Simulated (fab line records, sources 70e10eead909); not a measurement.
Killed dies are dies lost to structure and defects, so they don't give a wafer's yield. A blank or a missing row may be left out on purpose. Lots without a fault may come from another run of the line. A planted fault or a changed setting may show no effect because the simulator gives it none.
Which tool did it? | flow nand_harc | 14 lots, 42 wafers sampled, at 4 steps of a route of 1302

WHAT THE GAUGES READ, wafer by wafer
NHARC_A_CHANNEL_FILL_D1_INSPECT_13. Usual: raw_defect_count 337, standard deviation 150.
lot  | measured     | on                | raw_defect_count | flag
L992 | day 11 18:23 | defect_inspect-01 | 272 257 266      |
L991 | day 11 18:23 | defect_inspect-02 | 306 296 587      |
L995 | day 13 02:23 | defect_inspect-01 | 704 966 608      |
L999 | day 14 17:29 | defect_inspect-02 | 293 247 206      |
L102 | day 15 22:06 | defect_inspect-01 | 352 491 319      |
L103 | day 15 22:07 | defect_inspect-02 | 150 180 281      |
L105 | day 16 17:44 | defect_inspect-02 | 476 452 308      |
L106 | day 17 09:00 | defect_inspect-02 | 516 324 240      |
L107 | day 17 21:04 | defect_inspect-01 | 397 407 381      |
L110 | day 19 03:31 | defect_inspect-01 | 289 301 140      |
L109 | day 19 03:31 | defect_inspect-02 | 374 252 214      |
L111 | day 19 21:14 | defect_inspect-02 | 209 166 130      |
L113 | day 20 04:40 | defect_inspect-01 | 306 212 233      |
L112 | day 20 04:40 | defect_inspect-02 | 319 402 221      |

NHARC_A_ONON_D2_THK_MEAS_02: measures by ellipsometry. Usual: thk_nm 1002 nm, standard deviation 12.
lot  | measured     | on            | thk_nm (nm)    | flag
L992 | day 13 05:46 | film_metro-02 | 1012 1012 1011 |
L991 | day 13 05:56 | film_metro-02 | 1001 999 1001  |
L995 | day 14 13:14 | film_metro-01 | 991 993 995    |
L999 | day 16 04:54 | film_metro-02 | 671 671 671    | OFF
L102 | day 17 10:41 | film_metro-01 | 668 666 666    | OFF
L103 | day 17 10:41 | film_metro-02 | 1009 1008 1006 |
L105 | day 18 09:55 | film_metro-01 | 1024 1024 1022 |
L106 | day 19 00:43 | film_metro-02 | 994 994 995    |
L107 | day 19 11:37 | film_metro-02 | 998 999 1001   |
L110 | day 20 12:52 | film_metro-02 | 991 990 990    |
L109 | day 20 12:58 | film_metro-01 | 1007 1007 1008 |
L111 | day 21 08:10 | film_metro-02 | 1001 1001 1002 |
L113 | day 21 16:16 | film_metro-02 | 992 990 990    |
L112 | day 21 16:14 | film_metro-02 | 987 988 987    |

NHARC_END_SORT_01. Usual: killed_at_array 55, standard deviation 23; killed_at_other 1.0, standard deviation 1.2; killed_at_periphery 3.2, standard deviation 2.7; killed_dies 59, standard deviation 23; killed_open 3.1, standard deviation 1.6; killed_short 2.2, standard deviation 1.5.
lot  | measured     | on        | killed_at_array | killed_at_other | killed_at_periphery | killed_dies | killed_open | killed_short | flag
L999 | day 28 09:23 | prober-01 | 673 666 670     | 2 2 0           | 2 9 7               | 677 677 677 | 0 4 1       | 0 1 0        | OFF
L102 | day 29 03:43 | prober-01 | 675 674 673     | 1 1 2           | 1 2 2               | 677 677 677 | 3 3 4       | 0 3 3        | OFF
L105 | day 29 22:45 | prober-01 | 46 51 38        | 4 2 4           | 1 1 1               | 51 54 43    | 5 3 2       | 1 3 1        |
L106 | day 31 14:59 | prober-01 | 63 69 76        | 0 1 0           | 8 2 3               | 71 72 79    | 3 3 2       | 4 3 3        |
L107 | day 32 01:05 | prober-02 | 54 45 51        | 0 0 0           | 8 10 12             | 62 55 63    | 2 2 6       | 2 1 2        |

WHICH TOOL RAN EACH LOT (tool, then ch and the chambers of the sampled wafers, then the start)
lot  | NHARC_A_ONON_D2_DEP_00
L992 | pecvd_onon-03 ch 0, day 13 05:19
L991 | pecvd_onon-01 ch 0, day 13 05:29
L995 | pecvd_onon-04 ch 0, day 14 12:43
L999 | pecvd_onon-04 ch 0, day 16 04:23
L102 | pecvd_onon-04 ch 0, day 17 10:20
L103 | pecvd_onon-03 ch 0, day 17 10:10
L105 | pecvd_onon-01 ch 0, day 18 09:24
L106 | pecvd_onon-03 ch 0, day 19 00:12
L107 | pecvd_onon-03 ch 0, day 19 11:10
L110 | pecvd_onon-03 ch 0, day 20 12:25
L109 | pecvd_onon-04 ch 0, day 20 12:27
L111 | pecvd_onon-03 ch 0, day 21 07:43
L113 | pecvd_onon-01 ch 0, day 21 15:49
L112 | pecvd_onon-03 ch 0, day 21 15:55
- NHARC_A_ONON_D2_DEP_00: target thk 1000 nm.

WHAT THE TOOLS THEMSELVES READ (means of the sampled wafers that have a number; where no wafer has one, the mark that the record gives instead)
The record holds no such reading with a usual standard deviation.

THE ANSWER, worked out from the rows above alone
Rule: a lot is off if the mean of its wafers that have a number lies more than 3 standard deviations from the usual mean. A lot without any number at a reading at which 4 lots or more have one is off too. The other lots that the step has rows for count as sound. The gauges are gone through in route order, then the tools' own readings, and for those a lot's mean is taken as printed above. The first step at which some lot is off is used, and at that step the reading that is off furthest; a lot without a number counts as furthest.
Off: L999, L102, at NHARC_A_ONON_D2_THK_MEAS_02 (thk_nm).
A tool fits if, at a process step before that reading, it ran every lot that is off, and no sound lot after the first of them. The gauges at NHARC_A_ONON_D2_THK_MEAS_02 aren't tried: what is off there is off at NHARC_END_SORT_01 too, on other tools, and a gauge's error can't cause that. None of those tried fits.

WHAT THE SIMULATOR HAD PUT IN
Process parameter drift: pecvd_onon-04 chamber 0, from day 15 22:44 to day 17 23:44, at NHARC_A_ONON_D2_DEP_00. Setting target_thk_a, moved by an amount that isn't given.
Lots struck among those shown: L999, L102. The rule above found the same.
